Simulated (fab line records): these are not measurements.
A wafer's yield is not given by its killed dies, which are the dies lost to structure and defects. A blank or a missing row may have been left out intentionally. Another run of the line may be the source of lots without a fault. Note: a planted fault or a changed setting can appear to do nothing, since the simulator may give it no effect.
fab line records	flow nand-harc
record lots=14	wafers=42	last-day=33
route steps=1302 shown A_SLIT@940 A_WL_FILL@959 END@1302
lots with no fault: from the same line, run without faults
start-h: hours from the record's first day to the start of the lot's first wafer shown	wait-h: how many hours have passed since the lot's step before this one	" same as the row above	L1.1+2: several wafers, shown together as one row	- no value, or no start given	* or withheld: withheld	< > ~ a bound
route shown NAME@n: a module of which the file shows steps, and the number in the route of the first	usual: mean and standard deviation over wafers with no fault	same: alike in all rows	chamber/n: place in a boat	sites: readings site by site	_std_site: standard deviation across them	_edge_site: outer sites' mean less inner sites'	radius-mm: how far each site lies from the wafer's centre	mask NAME#n: copy n	behind: the last tool/chamber to shape the wafer	hold: why the lot was held/for how many hours/how that ended	device: names the non-switching transistor (n, p or np)	end of line: the tests these same wafers got at the end of their route	a step given without rows: its recipe and nothing more	killed: the dies lost at the first sort to structure and to defects; this is not the yield of the wafer	map: the dies of a wafer, with x for killed, . for not killed, _ for no die there
set.NAME: the setting as run; set.NAME@STEP: as run at that earlier step	model.NAME: the simulator's own value behind a step, which no gauge read
a sample of lots followed through the steps of the route, with each step as a table and each wafer as a row
services: when a tool's chamber went out of use (start-h, in hours from the record's first day, below 0 if earlier), for how many hours, and the reason
## steps
# step NHARC_A_SLIT_ETCH_26
# recipe bias-v=400	source-w=2000	pressure-mtorr=25	time-s=90	ar-flow-sccm=375	c4f8-flow-sccm=41.7	o2-flow-sccm=83.3	target-depth-a=4000	chemistry=C4F8/O2/Ar
# usual drypump-motor-current-A=5.9/0.52	showerhead-plenum-p-Torr=3.73/0.17	throttle-valve-pct=27.619/0.0085
lot.wafer	tool	chamber	start-h	wait-h	drypump-motor-current-A	rf-hours-counter-h	showerhead-plenum-p-Torr	throttle-valve-pct
L805.4	har-etch-01	1	462.91	1.9	5.3	-	3.69	27.619
L805.3	"	0	"	"	6.5	-	3.57	27.621
L805.5	"	1	"	"	5.3	-	3.69	27.627
L806.1	har-etch-01	0	466.75	2.5	6.5	251	3.57	27.617
L806.3	"	1	"	"	5.3	-	3.68	27.609
L806.5	"	1	"	"	5.3	-	3.68	27.618
L808.1	har-etch-01	0	483.55	3.0	6.5	263	3.56	27.614
L808.2	"	1	"	"	5.3	263	3.68	27.608
L808.5	"	0	"	"	6.5	-	3.56	27.605
L810.1	har-etch-02	1	510.55	2.4	5.6	73	3.94	27.608
L810.3	"	1	"	"	5.6	-	3.94	27.618
L810.5	"	1	"	"	5.6	-	3.94	27.600
L811.4	har-etch-01	1	511.27	1.3	5.3	-	3.67	27.623
L811.6	"	0	"	"	6.5	-	3.55	27.632
L811.5	"	1	"	"	5.3	-	3.67	27.610
L812.2	har-etch-02	1	557.53	3.0	5.6	96	3.92	27.621
L812.4	"	0	"	"	6.2	-	3.92	27.605
L812.5	"	0	"	"	6.2	-	3.92	27.614
L815.2	har-etch-02	0	569.30	3.0	6.3	107	3.92	27.619
L815.6	"	0	"	"	6.3	-	3.92	27.635
L815.5	"	1	"	"	5.6	-	3.92	27.622
L819.2	har-etch-01	1	613.60	3.0	5.3	336	3.64	27.624
L819.3	"	0	"	"	6.5	-	3.52	27.603
L819.6	"	1	"	"	5.3	-	3.64	27.612
L821.1	har-etch-02	0	623.73	3.0	6.2	142	3.90	27.626
L821.2	"	1	"	"	5.6	142	3.90	27.618
L821.3	"	1	"	"	5.6	-	3.90	27.648
L822.3	har-etch-01	1	638.84	1.3	5.3	-	3.63	27.622
L822.5	"	0	"	"	6.6	-	3.52	27.630
L822.6	"	1	"	"	5.3	-	3.63	27.620
L824.4	har-etch-02	1	646.59	1.9	5.6	-	3.89	27.641
L824.5	"	1	"	"	5.6	-	3.89	27.616
L824.6	"	0	"	"	6.2	-	3.89	27.614
L825.2	har-etch-02	1	666.17	3.0	5.6	164	3.88	27.634
L825.6	"	1	"	"	5.6	-	3.88	27.629
L825.5	"	0	"	"	6.2	-	3.88	27.615
L827.2	har-etch-01	1	682.17	3.1	5.3	374	3.62	27.615
L827.1	"	0	"	"	6.5	374	3.50	27.627
L827.5	"	1	"	"	5.3	-	3.62	27.617
L828.1	har-etch-01	0	686.02	2.5	6.5	377	3.50	27.615
L828.3	"	1	"	"	5.3	-	3.61	27.600
L828.4	"	0	"	"	6.5	-	3.50	27.615
# step NHARC_A_SLIT_STRIP_18
# recipe o2-flow-sccm=500	ar-flow-sccm=0	bias-w=0	chemistry=O2
# usual drypump-motor-current-A=6.0/0.36	oes-product-au=1.003/0.0097	rf-vpp-V=57.6/0.84	showerhead-plenum-p-Torr=3.45/0.16	throttle-valve-pct=17.036/0.0089
lot.wafer	tool	chamber	start-h	wait-h	drypump-motor-current-A	oes-product-au	rf-hours-counter-h	rf-vpp-V	showerhead-plenum-p-Torr	throttle-valve-pct
L805.3	rie-diel-12	2	-	-	6.6	1.005	1	57.4	3.40	17.018
L805.4	"	0	"	"	5.9	0.989	1	58.9	3.72	17.036
L805.5	"	1	"	"	6.1	1.014	-	58.1	3.49	17.041
L806.3	rie-diel-06	3	-	-	5.5	0.998	8	57.7	3.33	17.032
L806.1	"	1	"	"	5.7	0.995	9	57.2	3.30	17.015
L806.5	"	3	"	"	5.5	0.990	-	58.5	3.33	17.043
L808.2	rie-diel-01	1	-	-	6.7	1.000	7	56.8	3.32	17.025
L808.1	"	3	"	"	5.6	1.001	7	58.1	3.73	17.044
L808.5	"	1	"	"	6.7	1.005	-	58.7	3.32	17.036
L810.3	rie-diel-06	0	-	-	5.9	1.020	0	57.3	3.33	17.032
L810.1	"	3	"	"	5.5	1.009	0	56.2	3.33	17.039
L810.5	"	0	"	"	5.9	1.034	-	57.3	3.34	17.030
L811.4	rie-diel-12	3	-	-	6.4	0.996	3	56.5	3.65	17.045
L811.5	"	2	"	"	6.6	0.998	-	57.1	3.40	17.023
L811.6	"	3	"	"	6.4	1.011	-	56.8	3.65	17.042
L812.2	rie-diel-12	3	-	-	6.4	1.001	5	57.8	3.65	17.049
L812.4	"	0	"	"	6.0	0.978	5	56.0	3.72	17.044
L812.5	"	3	"	"	6.4	1.001	-	58.8	3.64	17.017
L815.2	rie-diel-06	2	-	-	5.9	1.003	4	57.3	3.34	17.036
L815.6	"	3	"	"	5.5	0.997	-	58.2	3.32	17.037
L815.5	"	0	"	"	5.9	1.023	-	57.4	3.33	17.047
L819.2	rie-diel-12	3	-	-	6.4	0.992	9	59.1	3.64	17.024
L819.3	"	1	"	"	6.1	0.994	8	58.2	3.49	17.031
L819.6	"	3	"	"	6.4	0.994	-	57.5	3.64	17.046
L821.3	rie-diel-06	1	-	-	5.7	1.001	6	56.7	3.30	17.035
L821.1	"	2	"	"	5.9	0.988	7	57.4	3.34	17.028
L821.2	"	3	"	"	5.5	0.999	8	57.2	3.32	17.043
L822.3	rie-diel-12	3	-	-	6.4	0.996	1	59.0	3.64	17.040
L822.5	"	3	"	"	6.4	0.992	-	58.9	3.64	17.053
L822.6	"	0	"	"	6.0	1.000	-	58.0	3.71	17.034
L824.4	rie-diel-06	2	-	-	5.8	1.003	8	57.3	3.34	17.045
L824.6	"	1	"	"	5.7	1.000	-	58.1	3.30	17.034
L824.5	"	2	"	"	5.8	1.006	-	57.0	3.34	17.047
L825.2	rie-diel-01	1	-	-	6.7	1.007	5	57.0	3.31	17.042
L825.6	"	3	"	"	5.7	1.007	-	58.1	3.73	17.035
L825.5	"	0	"	"	5.8	1.018	-	56.2	3.37	17.037
L827.1	rie-diel-06	3	-	-	5.5	1.006	0	56.6	3.32	17.025
L827.2	"	1	"	"	5.7	1.006	0	57.1	3.30	17.023
L827.5	"	2	"	"	5.8	0.990	-	57.7	3.34	17.024
L828.4	rie-diel-01	3	-	-	5.6	0.988	7	57.5	3.73	17.025
L828.1	"	0	"	"	5.8	1.007	6	59.1	3.37	17.035
L828.3	"	1	"	"	6.7	0.992	6	58.6	3.31	17.032
# step NHARC_A_WL_FILL_STRIP_27
# recipe power-w=1500	temp-c=250	time-s=20	chemistry=N2/H2
# usual drypump-motor-current-A=5.6/0.46	heater-power-w=327/20	temp-c=250.00/0.18
lot.wafer	tool	chamber	start-h	wait-h	drypump-motor-current-A	heater-power-w	rf-hours-counter-h	temp-c
L805.4	plasma-asher-01	1	472.71	0.1	5.3	353	-	250.18
L805.3	"	0	"	"	5.1	311	-	250.01
L805.5	"	1	"	"	5.3	335	-	250.31
L806.1	plasma-asher-01	1	477.44	0.1	5.3	347	14	249.76
L806.3	"	1	"	"	5.3	351	-	249.72
L806.5	"	1	"	"	5.3	349	-	249.70
L808.2	plasma-asher-02	1	493.37	0.1	6.0	304	12	249.97
L808.1	"	0	"	"	6.2	341	12	249.90
L808.5	"	1	"	"	6.0	311	-	250.33
L810.1	plasma-asher-02	0	520.49	0.1	6.2	343	18	250.29
L810.3	"	1	"	"	6.0	317	-	250.03
L810.5	"	1	"	"	6.0	305	-	249.98
L811.4	plasma-asher-01	0	520.51	0.1	5.0	305	-	250.05
L811.5	"	0	"	"	5.0	302	-	250.30
L811.6	"	1	"	"	5.3	341	-	249.99
L812.2	plasma-asher-01	1	567.35	0.1	5.3	342	34	249.89
L812.4	"	1	"	"	5.3	343	-	249.79
L812.5	"	1	"	"	5.3	343	-	249.71
L815.2	plasma-asher-02	1	579.46	0.4	6.0	311	29	249.57
L815.5	"	0	"	"	6.2	331	-	249.93
L815.6	"	1	"	"	6.0	308	-	249.76
L819.2	plasma-asher-01	0	623.46	0.2	5.1	309	5	249.81
L819.3	"	0	"	"	5.1	308	-	250.23
L819.6	"	0	"	"	5.0	311	-	250.16
L821.2	plasma-asher-02	1	632.95	0.1	6.0	308	4	249.79
L821.1	"	0	"	"	6.2	350	4	249.95
L821.3	"	1	"	"	6.0	302	-	249.80
L822.3	plasma-asher-02	0	648.60	0.1	6.2	354	-	250.19
L822.5	"	0	"	"	6.2	347	-	250.22
L822.6	"	1	"	"	6.0	312	-	249.89
L824.4	plasma-asher-01	0	657.59	0.1	5.1	311	-	249.90
L824.6	"	0	"	"	5.1	315	-	250.07
L824.5	"	1	"	"	5.3	348	-	249.99
L825.2	plasma-asher-02	0	676.12	0.1	6.2	360	14	250.13
L825.5	"	1	"	"	6.0	313	-	250.34
L825.6	"	0	"	"	6.2	350	-	249.67
L827.1	plasma-asher-01	1	691.89	0.1	5.3	343	22	250.14
L827.2	"	0	"	"	5.1	308	22	250.32
L827.5	"	1	"	"	5.3	352	-	250.04
L828.1	plasma-asher-02	1	695.79	0.1	6.0	305	17	250.08
L828.3	"	0	"	"	6.2	362	-	250.19
L828.4	"	1	"	"	6.0	305	-	250.15
# step NHARC_A_WL_FILL_CVD_23
# recipe target-thk-a=400	temp-c=620	pressure-mtorr=200	time-s=800	material=poly-Si
# usual pressure-mtorr=199.9/0.37
lot.wafer	tool	chamber	start-h	wait-h	pressure-mtorr
L805.3	lpcvd-poly-03	0	487.16	4.2	199.3
L805.4	"	0	"	"	199.2
L805.5	"	0	"	"	199.4
L806.1	lpcvd-poly-01	0	489.98	2.3	200.1
L806.3	"	0	"	"	199.8
L806.5	"	0	"	"	200.1
L811.4	lpcvd-poly-03	0	533.22	2.4	199.7
L811.5	"	0	"	"	199.5
L811.6	"	0	"	"	200.7
L808.1	lpcvd-poly-02	0	536.23	32.4	199.8
L808.2	"	0	"	"	200.7
L808.5	"	0	"	"	200.1
L810.1	lpcvd-poly-03	0	563.22	32.4	199.7
L810.3	"	0	"	"	200.3
L810.5	"	0	"	"	200.1
L812.2	lpcvd-poly-02	0	581.78	2.4	200.0
L812.4	"	0	"	"	200.2
L812.5	"	0	"	"	200.2
L815.2	lpcvd-poly-02	0	622.34	32.4	200.1
L815.5	"	0	"	"	199.6
L815.6	"	0	"	"	199.8
L819.2	lpcvd-poly-02	0	637.24	2.4	200.5
L819.3	"	0	"	"	200.0
L819.6	"	0	"	"	199.9
L821.1	lpcvd-poly-03	0	645.74	2.4	199.8
L821.2	"	0	"	"	199.8
L821.3	"	0	"	"	199.8
L822.3	lpcvd-poly-01	0	660.91	2.3	200.5
L822.5	"	0	"	"	200.1
L822.6	"	0	"	"	199.8
L824.4	lpcvd-poly-03	0	670.44	2.4	200.3
L824.5	"	0	"	"	199.9
L824.6	"	0	"	"	199.8
L825.2	lpcvd-poly-02	0	690.49	3.4	199.8
L825.5	"	0	"	"	200.0
L825.6	"	0	"	"	200.1
L827.1	lpcvd-poly-02	0	704.24	2.4	199.8
L827.2	"	0	"	"	199.3
L827.5	"	0	"	"	200.4
L828.1	lpcvd-poly-01	0	710.57	2.3	199.4
L828.3	"	0	"	"	199.3
L828.4	"	0	"	"	199.6
# step NHARC_END_SORT_01
# recipe temp-c=25
# usual killed-at-array=59/19	killed-at-other=1.0/1.1	killed-at-periphery=3.8/2.4	killed-dies=64/19	killed-open=3.3/2	killed-short=2.4/1.6
# same gross-dies=677
lot.wafer	tool	chamber	start-h	wait-h	killed-at-array	killed-at-other	killed-at-periphery	killed-dies	killed-open	killed-short
L808.1	prober-02	0	621.00	2.5	75	0	7	82	6	1
L808.2	prober-02	0	621.80	2.8	101	1	1	103	3	3
L808.5	prober-02	0	624.20	3.7	82	0	2	84	3	3
# killed by level:class
L808.1 A_CHANNEL_HOLE_D1:chamber-film-flake=23 A_CHANNEL_HOLE_D2:chamber-film-flake=21 A_SLIT:chamber-film-flake=13 A_SGD_CUT:chamber-film-flake=6 A_CONTACT:chamber-film-flake=5 A_CHANNEL_FILL_D1:chamber-film-flake=4 P_STI:chamber-film-flake=3 P_GATE:geometric-particle:open=2
L808.2 A_CHANNEL_HOLE_D2:chamber-film-flake=32 A_CHANNEL_HOLE_D1:chamber-film-flake=31 A_SLIT:chamber-film-flake=20 A_CONTACT:chamber-film-flake=6 A_SGD_CUT:chamber-film-flake=3 A_CHANNEL_FILL_D1:geometric-particle:open=2 A_DECK1_JOINT:geometric-particle:short=2 A_WL_FILL:geometric-particle:short=1
L808.5 A_CHANNEL_HOLE_D1:chamber-film-flake=21 A_CHANNEL_HOLE_D2:chamber-film-flake=19 A_SLIT:chamber-film-flake=18 A_CONTACT:chamber-film-flake=8 A_SGD_CUT:chamber-film-flake=6 A_WL_FILL:geometric-particle:open=2 A_STAIRCASE:chamber-film-flake=2 A_ONON_D1:geometric-particle:short=1
## services
tool	chamber	start-h	hours	kind
rie-diel-12	-	445.42	9.0	pm
rie-diel-01	2	447.13	10.1	repair
rie-diel-01	0	452.47	1.8	repair
rie-diel-06	-	473.57	0.4	repair
rie-diel-06	2	475.67	1.4	repair
rie-diel-12	1	481.06	1.9	repair
rie-diel-06	-	484.20	9.0	pm
lpcvd-poly-03	-	485.12	2.0	repair
rie-diel-12	2	494.14	8.8	repair
rie-diel-01	2	512.42	2.9	repair
har-etch-02	-	530.49	5.4	repair
rie-diel-01	3	546.56	7.7	repair
rie-diel-01	-	557.80	9.0	pm
plasma-asher-02	-	558.44	8.9	repair
lpcvd-poly-01	-	568.19	26.0	pm
plasma-asher-01	-	578.73	9.0	pm
rie-diel-01	1	583.54	3.8	repair
rie-diel-12	-	604.73	0.3	repair
rie-diel-12	0	620.36	12.2	repair
rie-diel-12	-	622.42	9.0	pm
plasma-asher-01	-	640.63	3.1	repair
rie-diel-06	-	661.85	9.0	pm
lpcvd-poly-03	-	704.28	4.4	repair
plasma-asher-02	-	705.04	1.3	repair
## key
first-sign step=NHARC_A_WL_FILL_CVD_23	reading=wait-h	direction=changed
effect none on later readings
met-at NHARC_A_WL_FILL_CVD_23
struck-lots L808,L810,L815
struck-wafers L808.1,L808.2,L808.5,L810.1,L810.3,L810.5,L815.2,L815.5,L815.6
rows-end L810.1,L810.3,L810.5
sort-left-out L815.2,L815.5,L815.6
tester-left-out L808,L815
not-acting-at NHARC_A_SLIT_ETCH_26,NHARC_A_SLIT_STRIP_18,NHARC_A_WL_FILL_STRIP_27
fault kind=queue-time-violation	tool=lpcvd-poly-01,lpcvd-poly-02,lpcvd-poly-03	chamber=0	onset-h=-	steps=NHARC_A_WL_FILL_CVD_23	delay-hr=30	scope=struck-lots-only
# tester-left-out: of these lots the tester's yield and bins aren't shown, on N5 and GAA mostly nor the transistor test; their killed dies are dies lost to structure and defects alone, not to doping, threshold or leakage, so they don't give the yield
# sort-left-out: the simulated sort isn't trusted on such a fault, so these wafers' sort isn't shown, and their yield isn't known
# rows-end: these wafers met a further fault down the route, and their rows from its step on are left out
